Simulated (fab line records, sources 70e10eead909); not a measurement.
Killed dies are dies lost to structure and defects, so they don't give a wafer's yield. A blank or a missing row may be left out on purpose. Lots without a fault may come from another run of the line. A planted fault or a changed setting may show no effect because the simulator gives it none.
fab line records | flow nand_harc
record lots=5 wafers=15 last_day=24
route steps=1159 shown P_M1@300 P_M2@318
lots that met no fault: from a run of the same line without faults
start_h: hours from the record's first day to the start of the lot's first wafer shown | wait_h: hours since the lot's step before | " the same as in the row above | L1.1+2: a row that stands for several wafers | - no value, or no start given | * or withheld: withheld | < > ~ a bound
route shown NAME@n: a module of which the file shows steps, and the number in the route of the first | usual: mean/standard deviation of fault-free wafers | same: alike in all rows | chamber/n: place in a boat | sites: the reading at each site | _std_site: their standard deviation | _edge_site: outer sites' mean less inner sites' | radius_mm: how far each site lies from the wafer's centre | mask NAME#n: copy n | behind: the tool/chamber that last shaped the wafer | hold: why the lot was held/for how many hours/how that ended | device: the transistor (n, p or np) that didn't switch | end of line: the same wafers' tests at the end of the route | a step without rows: its recipe alone | killed: dies lost to structure and defects at the first sort, not the wafer's yield | map: a wafer's dies, x killed, . not, _ none there
set.NAME: the setting as run; set.NAME@STEP: as run at that earlier step | model.NAME: the simulator's own value behind a step, which no gauge read
lots at some steps of the route; a table a step, a row a wafer
services: from which hour (start_h, from the record's first day; less than 0 if before it) a tool's chamber was out of use, for how many hours, and why
## steps
# step NHARC_P_M1_ETCH_15
# recipe target_depth_a=1825 time_s=91.2 c4f8_flow_sccm=withheld ar_flow_sccm=400 rf_w=600 bias_w=300 chemistry=C4F8/Ar
# usual oes_product_au=0.956/0.022 rf_vpp_V=440.1/2.4
# same time_s=91.2
# columns lot.wafer tool chamber start_h wait_h oes_product_au rf_hours_counter_h rf_vpp_V
L077.1 rie_diel-09 1 - - 0.960 4 439.4
L077.6 " 1 " " 0.955 - 439.8
L077.5 " 2 " " 0.958 - 437.8
L080.1 rie_diel-10 3 - - 0.927 9 436.1
L080.4 " 0 " " 0.907 11 440.1
L080.3 " 1 " " 0.932 9 443.2
L087.2 rie_diel-10 3 - - 0.979 0 436.8
L087.4 " 1 " " 0.956 1 440.8
L087.6 " 3 " " 0.995 - 437.4
L090.2 rie_diel-09 1 - - 0.966 9 438.8
L090.3 " 3 " " 0.981 9 437.2
L090.6 " 1 " " 0.968 - 439.2
L095.2 rie_diel-09 2 - - 0.966 11 437.6
L095.3 " 0 " " 0.982 10 441.0
L095.6 " 2 " " 0.970 - 439.4
# step NHARC_P_M1_CD_MEAS_16
# usual cd_nm=129.8/0.96
# columns lot.wafer tool chamber start_h wait_h cd_nm
L077.1 cd_sem-02 - 141.31 - 129.0
L077.5 " - " " 129.4
L077.6 " - " " 129.0
L080.1 cd_sem-03 - 156.02 - 129.8
L080.3 " - " " 129.8
L080.4 " - " " 127.9
L087.2 cd_sem-02 - 197.06 - 129.9
L087.4 " - " " 129.8
L087.6 " - " " 130.1
L090.2 cd_sem-03 - 221.49 - 130.5
L090.3 " - " " 130.8
L090.6 " - " " 130.8
L095.2 cd_sem-02 - 243.32 - 129.4
L095.3 " - " " 129.8
L095.6 " - " " 129.4
# step NHARC_P_M1_STRIP_18
# recipe power_w=1000 n2_flow_sccm=150 h2_flow_sccm=150 ar_flow_sccm=0 bias_w=0 chemistry=N2/H2
# usual drypump_motor_current_A=5.87/0.26 oes_product_au=0.999/0.01 rf_vpp_V=90.6/0.91 showerhead_plenum_p_Torr=2.03/0.081 throttle_valve_pct=14.169/0.0089
# columns lot.wafer tool chamber start_h wait_h drypump_motor_current_A oes_product_au rf_hours_counter_h rf_vpp_V showerhead_plenum_p_Torr throttle_valve_pct
L077.1 rie_diel-07 0 141.43 0.1 6.12 0.997 2 91.1 2.17 14.161
L077.5 " 3 " " 5.76 0.993 - 89.8 1.98 14.165
L077.6 " 0 " " 6.10 0.992 - 91.6 2.17 14.159
L080.4 rie_diel-09 3 156.10 0.1 6.02 1.010 5 89.1 1.93 14.151
L080.1 " 0 " " 6.07 0.989 5 91.6 2.05 14.180
L080.3 " 2 " " 6.31 0.997 4 89.4 1.92 14.162
L087.4 rie_diel-10 0 197.13 0.1 5.88 0.977 1 90.2 2.02 14.165
L087.2 " 3 " " 5.86 1.005 0 91.0 1.91 14.173
L087.6 " 1 " " 5.36 1.001 - 90.8 2.10 14.177
L090.3 rie_diel-07 1 221.59 0.1 5.75 0.977 4 91.1 2.07 14.150
L090.2 " 2 " " 5.53 0.997 4 88.8 2.00 14.186
L090.6 " 1 " " 5.73 0.977 - 90.5 2.07 14.188
L095.3 rie_diel-07 0 243.39 0.1 6.10 0.972 0 93.5 2.17 14.163
L095.2 " 2 " " 5.53 0.974 0 91.1 2.00 14.174
L095.6 " 1 " " 5.72 0.992 - 89.9 2.07 14.168
# step NHARC_P_M1_ETCH_28
# recipe target_depth_a=300 over_etch_frac=0.3 time_s=72.99 ion_energy_ev=150 cf4_flow_sccm=50 n2_flow_sccm=100 ar_flow_sccm=150 rf_w=300 bias_w=100 chemistry=CF4/N2
# usual drypump_motor_current_A=5.85/0.25 oes_product_au=0.998/0.011 rf_vpp_V=313.9/1.7 showerhead_plenum_p_Torr=2.61/0.092 throttle_valve_pct=19.795/0.0094
# same time_s=72.99
# columns lot.wafer tool chamber start_h wait_h drypump_motor_current_A oes_product_au rf_hours_counter_h rf_vpp_V showerhead_plenum_p_Torr throttle_valve_pct
L077.1 rie_diel-07 0 - - 6.13 1.003 2 315.4 2.78 19.799
L077.5 " 1 " " 5.75 0.994 - 314.4 2.66 19.800
L077.6 " 2 " " 5.50 1.000 - 313.4 2.58 19.810
L080.1 rie_diel-09 3 - - 6.02 1.015 5 312.0 2.50 19.779
L080.4 " 0 " " 6.08 0.993 5 315.4 2.64 19.799
L080.3 " 1 " " 5.84 0.990 4 313.6 2.58 19.795
L087.2 rie_diel-10 1 - - 5.36 0.991 1 315.8 2.69 19.790
L087.4 " 3 " " 5.86 1.008 1 309.6 2.47 19.799
L087.6 " 1 " " 5.38 1.002 - 313.6 2.69 19.788
L090.2 rie_diel-07 0 - - 6.11 0.986 4 317.4 2.78 19.796
L090.3 " 2 " " 5.50 1.005 4 312.6 2.58 19.811
L090.6 " 1 " " 5.72 0.982 - 315.6 2.66 19.810
L095.3 rie_diel-07 2 - - 5.49 0.991 0 313.0 2.58 19.801
L095.2 " 3 " " 5.75 0.998 0 313.1 2.55 19.793
L095.6 " 1 " " 5.72 1.001 - 314.2 2.66 19.782
# step NHARC_P_M1_STRIP_19
# recipe time_s=600 temp_c=30 chemistry=post_etch_residue_remover
# usual temp_c=30.01/0.11
# same time_s=600
# columns lot.wafer tool chamber start_h wait_h temp_c
L077.5 wet_bench-10 0 141.77 - 29.96
L077.6 " 4 " " 29.99
L077.1 " 5 " " 29.73
L080.4 wet_bench-08 5 156.48 - 30.09
L080.1 " 6 " " 30.00
L080.3 " 0 " " 30.19
L087.6 wet_bench-08 4 197.51 - 29.89
L087.2 " 6 " " 29.97
L087.4 " 1 " " 30.03
L090.2 wet_bench-08 3 221.94 - 30.02
L090.6 " 5 " " 30.08
L090.3 " 7 " " 30.05
L095.6 wet_bench-10 6 243.77 - 30.04
L095.3 " 0 " " 29.89
L095.2 " 1 " " 30.00
# step NHARC_P_M1_DEGAS_29
# recipe temp_c=250 time_s=60
# usual heater_power_w=304/22
# same time_s=60
# columns lot.wafer tool chamber start_h wait_h heater_power_w
L077.1 pvd_sputter-01 - 142.06 - 302
L077.5 " - " " 285
L077.6 " - " " 307
L080.4 pvd_sputter-02 - 156.74 - 347
L080.3 " - " " 345
L080.1 " - " " 303
L087.2 pvd_sputter-01 - 197.79 - 306
L087.4 " - " " 280
L087.6 " - " " 304
L090.2 pvd_sputter-01 - 222.21 - 317
L090.3 " - " " 295
L090.6 " - " " 329
L095.3 pvd_sputter-01 - 244.03 - 291
L095.2 " - " " 282
L095.6 " - " " 296
# step NHARC_P_M1_PRE_CLEAN_30
# recipe time_s=30 temp_c=280 gas=H2/He
# usual heater_power_w=375/28
# same time_s=30
# columns lot.wafer tool chamber start_h wait_h heater_power_w
L077.1 pvd_sputter-01 - - - 372
L077.5 " - " " 364
L077.6 " - " " 331
L080.1 pvd_sputter-02 - - - 372
L080.3 " - " " 370
L080.4 " - " " 433
L087.2 pvd_sputter-01 - - - 366
L087.4 " - " " 335
L087.6 " - " " 361
L090.3 pvd_sputter-01 - - - 359
L090.2 " - " " 399
L090.6 " - " " 337
L095.3 pvd_sputter-01 - - - 345
L095.2 " - " " 363
L095.6 " - " " 334
# step NHARC_P_M1_PVD_20
# recipe target_thk_a=50 bias_v=168.6 power_w=15000 chamber_pressure_pa=0.12 time_s=8.06 substrate_temp_c=50 material=TaN
# usual substrate_temp_c=50.00/0.12 throttle_valve_pct=30.3/0.74
# same time_s=8.06
# columns lot.wafer tool chamber start_h wait_h substrate_temp_c throttle_valve_pct
L077.1 pvd_sputter-01 - - - 50.22 30.9
L077.5 " - " " 49.96 31.2
L077.6 " - " " 49.65 28.9
L080.3 pvd_sputter-02 - - - 49.99 31.2
L080.1 " - " " 49.97 30.8
L080.4 " - " " 50.03 30.3
L087.4 pvd_sputter-01 - - - 50.24 29.8
L087.2 " - " " 50.07 30.6
L087.6 " - " " 49.91 31.2
L090.3 pvd_sputter-01 - - - 50.05 30.0
L090.2 " - " " 49.92 29.4
L090.6 " - " " 50.00 30.4
L095.3 pvd_sputter-01 - - - 49.94 31.2
L095.2 " - " " 49.97 30.1
L095.6 " - " " 49.87 30.5
# step NHARC_P_M1_PVD_21
# recipe target_thk_a=300 chamber_pressure_pa=5 power_w=5000 substrate_temp_c=30 time_s=20.49 material=Cu
# usual substrate_temp_c=30.01/0.11 throttle_valve_pct=30.3/0.71
# same time_s=20.49
# columns lot.wafer tool chamber start_h wait_h substrate_temp_c throttle_valve_pct
L077.1 pvd_sputter-01 - - - 29.96 31.5
L077.5 " - " " 29.86 31.4
L077.6 " - " " 29.99 29.1
L080.4 pvd_sputter-02 - - - 30.25 31.1
L080.3 " - " " 29.97 30.3
L080.1 " - " " 30.22 30.4
L087.2 pvd_sputter-01 - - - 30.11 30.6
L087.4 " - " " 29.84 29.7
L087.6 " - " " 30.03 31.2
L090.3 pvd_sputter-01 - - - 30.14 31.2
L090.2 " - " " 29.99 29.2
L090.6 " - " " 30.06 31.2
L095.2 pvd_sputter-01 - - - 29.84 30.6
L095.3 " - " " 30.07 30.3
L095.6 " - " " 29.93 30.8
# step NHARC_P_M1_ECD_22
# recipe target_thk_a=4000 bath_temp_c=25 material=Cu
# usual bath_temp_c=25.01/0.11
# columns lot.wafer tool chamber start_h wait_h bath_temp_c
L077.1 ecd_cu-02 0 142.43 - 24.92
L077.6 " 0 " " 25.08
L077.5 " 1 " " 24.93
L080.1 ecd_cu-02 1 157.15 - 25.06
L080.4 " 0 " " 24.98
L080.3 " 1 " " 24.99
L087.2 ecd_cu-02 1 198.19 - 25.00
L087.4 " 0 " " 24.89
L087.6 " 0 " " 24.93
L090.2 ecd_cu-02 0 222.61 - 25.05
L090.3 " 0 " " 24.97
L090.6 " 1 " " 25.23
L095.2 ecd_cu-01 0 244.40 - 25.04
L095.3 " 0 " " 25.02
L095.6 " 0 " " 25.10
# step NHARC_P_M1_ANNEAL_31
# recipe temp_c=225 time_s=90
# usual anneal_temp_c_max=226.1/0.54 wafer_temp_C_max=225.94/0.28
# same time_s=90
# columns lot.wafer tool chamber start_h wait_h anneal_temp_c_max wafer_temp_C_max
L077.1 rtp_anneal-01 0 142.81 - 225.4 225.87
L077.5 " 0 " " 225.6 226.42
L077.6 " 0 " " 225.7 226.18
L080.1 rtp_anneal-02 0 157.47 - 227.0 225.81
L080.3 " 0 " " 226.6 225.86
L080.4 " 0 " " 226.2 225.73
L087.2 rtp_anneal-01 0 198.57 - 225.6 225.83
L087.4 " 0 " " 225.5 225.82
L087.6 " 0 " " 225.3 225.70
L090.2 rtp_anneal-01 0 222.99 - 225.8 225.80
L090.3 " 0 " " 225.5 225.95
L090.6 " 0 " " 225.7 226.47
L095.2 rtp_anneal-01 0 244.83 0.4 225.7 226.11
L095.3 " 0 " " 225.4 225.91
L095.6 " 0 " " 225.7 226.33
# step NHARC_P_M1_CMP_23
# recipe t_overpolish_s=20 target_thk_nm=157.82
# usual motor_current_A=12.0/1 time_to_endpoint_s=29/3.2
# columns lot.wafer tool chamber start_h wait_h motor_current_A time_to_endpoint_s
L077.1 cmp-02 3 143.14 - 11.3 32
L077.6 " 3 " " 11.3 32
L077.5 " 0 " " 11.6 27
L080.1 cmp-04 3 157.82 - 13.4 34
L080.3 " 0 " " 11.9 32
L080.4 " 2 " " 10.5 31
L087.2 cmp-02 0 198.89 - 11.7 26
L087.4 " 2 " " 11.2 29
L087.6 " 3 " " 11.1 31
L090.3 cmp-02 1 223.33 - 13.3 31
L090.2 " 2 " " 10.8 32
L090.6 " 0 " " 12.2 25
L095.2 cmp-02 3 245.12 - 11.4 32
L095.3 " 0 " " 12.4 29
L095.6 " 0 " " 11.8 27
# step NHARC_P_M1_THK_MEAS_24
# recipe thk_meas_gauge=xrf
# usual thk_nm=157.9/1.5
# columns lot.wafer tool chamber start_h wait_h thk_nm
L077.1 film_metro-01 - 143.46 - 157.9
L077.5 " - " " 156.3
L077.6 " - " " 158.6
L080.1 film_metro-02 - 158.13 - 160.2
L080.3 " - " " 157.7
L080.4 " - " " 157.8
L087.2 film_metro-01 - 199.17 - 157.2
L087.4 " - " " 157.4
L087.6 " - " " 158.4
L090.2 film_metro-02 - 223.59 - 159.7
L090.3 " - " " 158.0
L090.6 " - " " 157.2
L095.2 film_metro-01 - 245.44 - 159.8
L095.3 " - " " 156.8
L095.6 " - " " 157.2
# step NHARC_P_M1_SRD_25
# columns lot.wafer tool chamber start_h wait_h
L077.1+5+6 wet_bench-08 6,7,3 143.50 0.0
L080.4+1+3 wet_bench-10 2,3,6 158.18 0.0
L087.6+2+4 wet_bench-08 2,3,5 199.22 0.0
L090.2+6+3 wet_bench-10 1,2,3 223.64 0.0
L095.2+6+3 wet_bench-10 7,1,3 245.48 0.0
# step NHARC_P_M1_INSPECT_27
# usual raw_defect_count=330/120
# columns lot.wafer tool chamber start_h wait_h raw_defect_count
L077.1 defect_inspect-01 - 143.61 0.0 198
L077.5 " - " " 198
L077.6 " - " " 135
L080.1 defect_inspect-02 - 158.30 0.0 260
L080.3 " - " " 285
L080.4 " - " " 236
L087.2 defect_inspect-02 - 199.33 0.0 427
L087.4 " - " " 273
L087.6 " - " " 408
L090.2 defect_inspect-01 - 223.75 0.0 204
L090.3 " - " " 214
L090.6 " - " " 211
L095.2 defect_inspect-02 - 245.59 0.0 204
L095.3 " - " " 264
L095.6 " - " " 297
# step NHARC_P_M1_PRE_CLEAN_32
# recipe time_s=12 temp_c=370 rf_power_w=300 gas=NH3
# usual heater_power_w=634/110
# same time_s=12
# columns lot.wafer tool chamber start_h wait_h heater_power_w
L077.1 pecvd-04 0 143.90 0.3 692
L077.5 " 0 " " 684
L077.6 " 1 " " 869
L080.1 pecvd-04 1 158.37 0.1 755
L080.3 " 0 " " 608
L080.4 " 0 " " 634
L087.2 pecvd-03 0 199.40 0.1 677
L087.6 " 1 " " 607
L087.4 " 2 " " 655
L090.3 pecvd-01 1 223.83 0.1 484
L090.2 " 2 " " 401
L090.6 " 0 " " 721
L095.2 pecvd-03 2 245.79 0.2 670
L095.3 " 0 " " 666
L095.6 " 2 " " 652
# step NHARC_P_M1_DEP_33
# recipe target_thk_a=300 temp_c=370 target_thk_nm=30 pressure_torr=3 flow_sccm=200 rf_w=450 material=SiCN
# usual heater_power_w=581/110 showerhead_vpp_V=1335/64
# columns lot.wafer tool chamber start_h wait_h heater_power_w showerhead_vpp_V
L077.1 pecvd-04 0 144.01 0.1 617 1367
L077.5 " 0 " " 624 1365
L077.6 " 1 " " 757 1325
L080.1 pecvd-04 1 158.45 0.1 842 1293
L080.3 " 0 " " 587 1394
L080.4 " 0 " " 563 1384
L087.2 pecvd-03 0 199.48 0.1 686 1454
L087.6 " 1 " " 536 1434
L087.4 " 2 " " 548 1305
L090.3 pecvd-01 1 223.94 0.1 430 1240
L090.2 " 2 " " 402 1309
L090.6 " 0 " " 714 1281
L095.2 pecvd-03 2 245.90 0.1 638 1300
L095.3 " 0 " " 630 1446
L095.6 " 2 " " 622 1316
# step NHARC_P_M2_DEP_00
# recipe target_thk_a=1825 target_thk_nm=182.5 temp_c=withheld pressure_torr=5 flow_sccm=200 rf_w=600 material=SiOC
# usual showerhead_vpp_V=1550/73
# columns lot.wafer tool chamber start_h wait_h showerhead_vpp_V
L077.1 pecvd-04 1 - - 1505
L077.6 " 1 " " 1519
L077.5 " 0 " " 1615
L080.1 pecvd-03 2 158.86 - 1494
L080.3 " 1 " " 1607
L080.4 " 2 " " 1527
L087.2 pecvd-01 0 199.96 - 1460
L087.6 " 1 " " 1451
L087.4 " 2 " " 1545
L090.3 pecvd-03 1 224.31 - 1621
L090.2 " 0 " " 1673
L090.6 " 0 " " 1695
L095.3 pecvd-04 2 246.27 - 1484
L095.2 " 0 " " 1600
L095.6 " 2 " " 1492
# step NHARC_P_M2_DEHYDRATE_01
# recipe temp_c=150 time_s=120
# usual heater_power_total_W=182.5/1.2
# same time_s=120
# columns lot.wafer tool chamber start_h wait_h heater_power_total_W
L077.1 litho_track-06 0 144.76 - 183.9
L077.5 " 0 " " 182.2
L077.6 " 0 " " 181.1
L080.1 litho_track-01 0 159.26 - 183.3
L080.3 " 0 " " 182.7
L080.4 " 0 " " 181.2
L087.2 litho_track-01 0 200.27 - 184.1
L087.4 " 0 " " 180.9
L087.6 " 0 " " 181.7
L090.2 litho_track-04 0 224.71 - 181.5
L090.3 " 0 " " 182.8
L090.6 " 0 " " 183.0
L095.2 litho_track-04 0 246.68 - 183.3
L095.3 " 0 " " 182.2
L095.6 " 0 " " 183.8
# step NHARC_P_M2_HMDS_02
# recipe time_s=30
# same time_s=30
# columns lot.wafer tool chamber start_h wait_h
L077.1+5+6 litho_track-06 0 - -
L080.1+3+4 litho_track-01 0 - -
L087.2+4+6 litho_track-01 0 - -
L090.2+3+6 litho_track-04 0 - -
L095.2+3+6 litho_track-04 0 - -
# step NHARC_P_M2_COAT_34
# recipe temp_c=200 time_s=65
# usual heater_power_total_W=386.2/1.3
# same time_s=65
# columns lot.wafer tool chamber start_h wait_h heater_power_total_W
L077.1 litho_track-06 0 - - 387.7
L077.5 " 0 " " 386.9
L077.6 " 0 " " 388.0
L080.1 litho_track-01 0 - - 384.7
L080.3 " 0 " " 386.2
L080.4 " 0 " " 385.8
L087.2 litho_track-01 0 - - 385.1
L087.4 " 0 " " 384.9
L087.6 " 0 " " 384.4
L090.2 litho_track-04 0 - - 385.9
L090.3 " 0 " " 388.0
L090.6 " 0 " " 384.1
L095.2 litho_track-04 0 - - 384.4
L095.3 " 0 " " 388.0
L095.6 " 0 " " 385.1
# step NHARC_P_M2_COAT_03
# recipe spin_rpm=1500 resist_thk_nm=90
# columns lot.wafer tool chamber start_h wait_h
L077.1+5+6 litho_track-06 0 - -
L080.1+3+4 litho_track-01 0 - -
L087.2+4+6 litho_track-01 0 - -
L090.2+3+6 litho_track-04 0 - -
L095.2+3+6 litho_track-04 0 - -
# step NHARC_P_M2_SOFTBAKE_04
# recipe temp_c=105 time_s=55
# usual heater_power_total_W=188.47/0.14
# same time_s=55
# columns lot.wafer tool chamber start_h wait_h heater_power_total_W
L077.1 litho_track-06 0 - - 188.43
L077.5 " 0 " " 188.60
L077.6 " 0 " " 188.34
L080.1 litho_track-01 0 - - 188.49
L080.3 " 0 " " 188.69
L080.4 " 0 " " 188.45
L087.2 litho_track-01 0 - - 188.37
L087.4 " 0 " " 188.53
L087.6 " 0 " " 188.71
L090.2 litho_track-04 0 - - 188.32
L090.3 " 0 " " 188.72
L090.6 " 0 " " 188.35
L095.2 litho_track-04 0 - - 188.60
L095.3 " 0 " " 188.44
L095.6 " 0 " " 188.44
# step NHARC_P_M2_EBR_05
# columns lot.wafer tool chamber start_h wait_h
L077.1+5+6 litho_track-06 0 - -
L080.1+3+4 litho_track-01 0 - -
L087.2+4+6 litho_track-01 0 - -
L090.2+3+6 litho_track-04 0 - -
L095.2+3+6 litho_track-04 0 - -
# step NHARC_P_M2_EXPOSE_06
# recipe na=1.35 target_cd_nm=170 dose_mj=80.78 mask_id=P_M2
# columns lot.wafer tool chamber start_h wait_h mask
L077.1+5+6 arfi_scanner-02 0 145.05 - P_M2#0
L080.1+3+4 arfi_scanner-03 0 159.55 - P_M2#0
L087.2+4+6 arfi_scanner-03 0 200.57 - P_M2#0
L090.2+3+6 arfi_scanner-02 0 225.00 - P_M2#0
L095.2+3+6 arfi_scanner-03 0 246.85 - P_M2#0
# step NHARC_P_M2_PEB_07
# recipe peb_temp_c=100 peb_time_s=65
# usual heater_power_total_W=156.7/0.42
# columns lot.wafer tool chamber start_h wait_h heater_power_total_W
L077.1 litho_track-01 0 145.11 0.1 156.6
L077.5 " 0 " " 155.9
L077.6 " 0 " " 157.2
L080.1 litho_track-06 0 159.61 0.1 156.0
L080.3 " 0 " " 156.6
L080.4 " 0 " " 157.2
L087.2 litho_track-04 0 200.62 0.1 156.9
L087.4 " 0 " " 157.2
L087.6 " 0 " " 157.0
L090.2 litho_track-01 0 225.06 0.1 156.0
L090.3 " 0 " " 157.1
L090.6 " 0 " " 157.1
L095.2 litho_track-04 0 246.90 0.1 157.1
L095.3 " 0 " " 156.1
L095.6 " 0 " " 156.2
# step NHARC_P_M2_DEVELOP_08
# recipe develop_time_s=35 dev_temp_c=23
# columns lot.wafer tool chamber start_h wait_h
L077.1+5+6 litho_track-01 0 - -
L080.1+3+4 litho_track-06 0 - -
L087.2+4+6 litho_track-04 0 - -
L090.2+3+6 litho_track-01 0 - -
L095.2+3+6 litho_track-04 0 - -
# step NHARC_P_M2_CD_MEAS_09
# recipe target_cd_nm=170 landing_energy_ev=500
# usual cd_nm=169.7/0.87
# columns lot.wafer tool chamber start_h wait_h cd_nm
L077.1 cd_sem-03 0 145.19 - 169.5
L077.5 " 0 " " 170.6
L077.6 " 0 " " 170.9
L080.1 cd_sem-03 0 159.69 - 168.5
L080.3 " 0 " " 169.9
L080.4 " 0 " " 169.6
L087.2 cd_sem-01 0 200.70 - 170.6
L087.4 " 0 " " 169.6
L087.6 " 0 " " 169.8
L090.2 cd_sem-01 0 225.14 - 169.9
L090.3 " 0 " " 169.0
L090.6 " 0 " " 168.9
L095.2 cd_sem-03 0 246.98 - 169.1
L095.3 " 0 " " 170.7
L095.6 " 0 " " 171.1
# step NHARC_P_M2_OVL_MEAS_10
# recipe pitch_nm=340
# usual overlay_x_nm=0.3/0.89 overlay_y_nm=0.2/0.86
# columns lot.wafer tool chamber start_h wait_h overlay_x_nm overlay_y_nm
L077.1 overlay-01 - 145.28 - -0.1 1.3
L077.5 " - " " -0.3 0.9
L077.6 " - " " 0.3 0.3
L080.1 overlay-02 - 159.79 - 0.1 1.0
L080.3 " - " " 0.1 1.7
L080.4 " - " " -0.2 1.9
L087.2 overlay-01 - 200.79 - 0.4 0.0
L087.4 " - " " 0.3 0.5
L087.6 " - " " -0.1 0.7
L090.2 overlay-01 - 225.24 - -1.4 2.1
L090.3 " - " " -1.0 2.5
L090.6 " - " " -1.7 2.3
L095.2 overlay-01 - 247.07 - 0.7 -0.7
L095.3 " - " " 0.9 -1.2
L095.6 " - " " 1.1 -0.6
# step NHARC_P_M2_INSPECT_11
# usual raw_defect_count=4.0/2.1
# columns lot.wafer tool chamber start_h wait_h raw_defect_count
L077.1 defect_inspect-02 - 145.32 0.0 4
L077.5 " - " " 3
L077.6 " - " " 3
L080.1 defect_inspect-02 - 159.83 0.0 2
L080.3 " - " " 4
L080.4 " - " " 8
L087.2 defect_inspect-01 - 200.83 0.0 4
L087.4 " - " " 2
L087.6 " - " " 6
L090.2 defect_inspect-01 - 225.28 0.0 6
L090.3 " - " " 2
L090.6 " - " " 1
L095.2 defect_inspect-02 - 247.11 0.0 7
L095.3 " - " " 7
L095.6 " - " " 5
# step NHARC_P_M2_DESCUM_14
# recipe time_s=3 o2_flow_sccm=200 ar_flow_sccm=0 bias_power_w=0 chemistry=O2
# usual drypump_motor_current_A=5.57/0.22 oes_product_au=0.998/0.015 rf_vpp_V=57.7/0.92 showerhead_plenum_p_Torr=1.87/0.076 throttle_valve_pct=11.310/0.0096
# same time_s=3
# columns lot.wafer tool chamber start_h wait_h drypump_motor_current_A oes_product_au rf_hours_counter_h rf_vpp_V showerhead_plenum_p_Torr throttle_valve_pct
L077.1 rie_diel-05 2 145.40 0.1 5.76 1.003 6 56.5 1.79 11.309
L077.5 " 0 " " 5.71 1.002 - 58.1 1.95 11.300
L077.6 " 1 " " 5.41 1.026 - 57.3 1.79 11.301
L080.4 rie_diel-05 1 159.90 0.1 5.42 1.018 6 56.6 1.79 11.314
L080.3 " 2 " " 5.76 1.011 6 57.3 1.79 11.319
L080.1 " 3 " " 5.39 1.015 6 57.1 1.91 11.316
L087.2 rie_diel-03 0 200.89 0.1 5.66 0.991 52 56.5 1.94 11.316
L087.6 " 0 " " 5.73 1.000 - 56.8 1.94 11.319
L087.4 " 1 " " 5.24 0.988 - 56.5 1.85 11.298
L090.3 rie_diel-03 0 225.34 0.1 5.67 0.976 0 59.1 1.94 11.308
L090.2 " 3 " " 5.18 0.994 0 56.4 1.84 11.308
L090.6 " 0 " " 5.66 0.986 - 57.8 1.94 11.315
L095.3 rie_diel-05 0 247.17 0.1 5.69 0.972 3 58.3 1.95 11.325
L095.2 " 1 " " 5.43 0.979 2 57.4 1.79 11.309
L095.6 " 1 " " 5.40 0.987 - 58.1 1.79 11.320
# step NHARC_P_M2_ETCH_35
# recipe target_depth_a=400 overetch_a=120 time_s=43.94 ion_energy_ev=200 n2_flow_sccm=150 h2_flow_sccm=150 ar_flow_sccm=0 rf_w=400 bias_w=150 chemistry=N2/H2
# usual drypump_motor_current_A=5.56/0.22 oes_product_au=0.996/0.015 rf_vpp_V=429.6/2.4 showerhead_plenum_p_Torr=2.00/0.081 throttle_valve_pct=14.171/0.0092
# same time_s=43.94
# columns lot.wafer tool chamber start_h wait_h drypump_motor_current_A oes_product_au rf_hours_counter_h rf_vpp_V showerhead_plenum_p_Torr throttle_valve_pct
L077.1 rie_diel-05 2 145.48 0.1 5.78 1.004 6 428.2 1.91 14.165
L077.6 " 3 " " 5.35 1.011 - 429.6 2.03 14.175
L077.5 " 0 " " 5.71 1.003 - 431.6 2.08 14.177
L080.1 rie_diel-05 1 159.97 0.1 5.43 1.009 6 427.2 1.90 14.172
L080.3 " 2 " " 5.75 0.995 6 427.4 1.91 14.170
L080.4 " 3 " " 5.36 1.016 6 430.1 2.03 14.167
L087.2 rie_diel-03 2 200.99 0.1 5.74 1.006 56 432.0 2.12 14.181
L087.6 " 0 " " 5.67 1.007 - 432.0 2.07 14.156
L087.4 " 1 " " 5.25 0.983 - 428.7 1.97 14.154
L090.2 rie_diel-03 1 225.43 0.1 5.26 0.977 0 427.7 1.97 14.163
L090.3 " 0 " " 5.60 0.983 0 432.2 2.07 14.169
L090.6 " 2 " " 5.74 1.013 - 432.5 2.12 14.167
L095.3 rie_diel-05 2 247.28 0.1 5.74 1.008 3 427.3 1.91 14.186
L095.2 " 0 " " 5.75 0.980 3 431.6 2.08 14.189
L095.6 " 0 " " 5.71 0.971 - 432.1 2.08 14.175
# step NHARC_P_M2_ETCH_15
# recipe target_depth_a=1825 time_s=91.2 c4f8_flow_sccm=withheld ar_flow_sccm=400 rf_w=600 bias_w=300 chemistry=C4F8/Ar
# usual oes_product_au=0.951/0.024 rf_vpp_V=439.7/2.6
# same time_s=91.2
# columns lot.wafer tool chamber start_h wait_h oes_product_au rf_hours_counter_h rf_vpp_V
L077.1 rie_diel-05 1 - - 0.980 5 436.4
L077.5 " 1 " " 0.982 - 437.6
L077.6 " 2 " " 0.970 - 438.4
L080.1 rie_diel-05 1 - - 0.982 6 436.5
L080.3 " 2 " " 0.973 6 436.5
L080.4 " 3 " " 0.997 6 441.3
L087.2 rie_diel-03 0 - - 0.933 52 441.5
L087.4 " 1 " " 0.914 - 439.5
L087.6 " 2 " " 0.931 - 443.4
L090.3 rie_diel-03 2 - - 0.981 0 442.9
L090.2 " 3 " " 0.979 0 437.5
L090.6 " 3 " " 0.958 - 437.6
L095.3 rie_diel-05 1 - - 0.905 2 437.2
L095.2 " 2 " " 0.921 3 437.7
L095.6 " 1 " " 0.912 - 437.3
# step NHARC_P_M2_CD_MEAS_16
# usual cd_nm=169.6/1.2
# columns lot.wafer tool chamber start_h wait_h cd_nm
L077.1 cd_sem-01 - 145.70 - 169.8
L077.5 " - " " 170.6
L077.6 " - " " 170.1
L080.1 cd_sem-02 - 160.20 - 168.5
L080.3 " - " " 170.8
L080.4 " - " " 168.7
L087.2 cd_sem-01 - 201.24 - 171.2
L087.4 " - " " 169.5
L087.6 " - " " 170.0
L090.2 cd_sem-02 - 225.65 - 170.4
L090.3 " - " " 168.7
L090.6 " - " " 168.7
L095.2 cd_sem-01 - 247.53 - 170.6
L095.3 " - " " 170.4
L095.6 " - " " 172.2
## services
# columns tool chamber start_h hours kind
pvd_sputter-01 - 121.60 3.0 repair
rie_diel-09 - 129.31 0.2 repair
pecvd-03 1 132.95 12.2 repair
rie_diel-03 0 133.06 6.9 repair
pecvd-03 2 136.42 11.0 repair
litho_track-04 - 141.00 7.0 pm
rie_diel-05 2 147.80 9.8 repair
pvd_sputter-01 - 149.57 1.4 repair
pvd_sputter-01 - 158.00 10.0 pm
rie_diel-05 - 163.60 9.0 pm
rie_diel-07 3 170.15 20.9 repair
pvd_sputter-01 - 173.37 2.2 repair
wet_bench-08 - 185.88 4.0 repair
rie_diel-05 - 193.21 0.1 repair
pecvd-04 - 196.30 13.0 pm
rie_diel-03 - 215.32 9.0 pm
rie_diel-05 1 217.38 12.8 repair
rie_diel-07 - 217.39 0.5 repair
rie_diel-05 0 221.54 1.6 repair
rie_diel-07 - 228.20 9.0 pm
wet_bench-08 - 230.40 8.0 pm
rie_diel-03 0 231.06 2.7 repair
rie_diel-05 3 243.16 6.4 repair
rie_diel-07 0 244.31 6.9 repair
## key
fault none
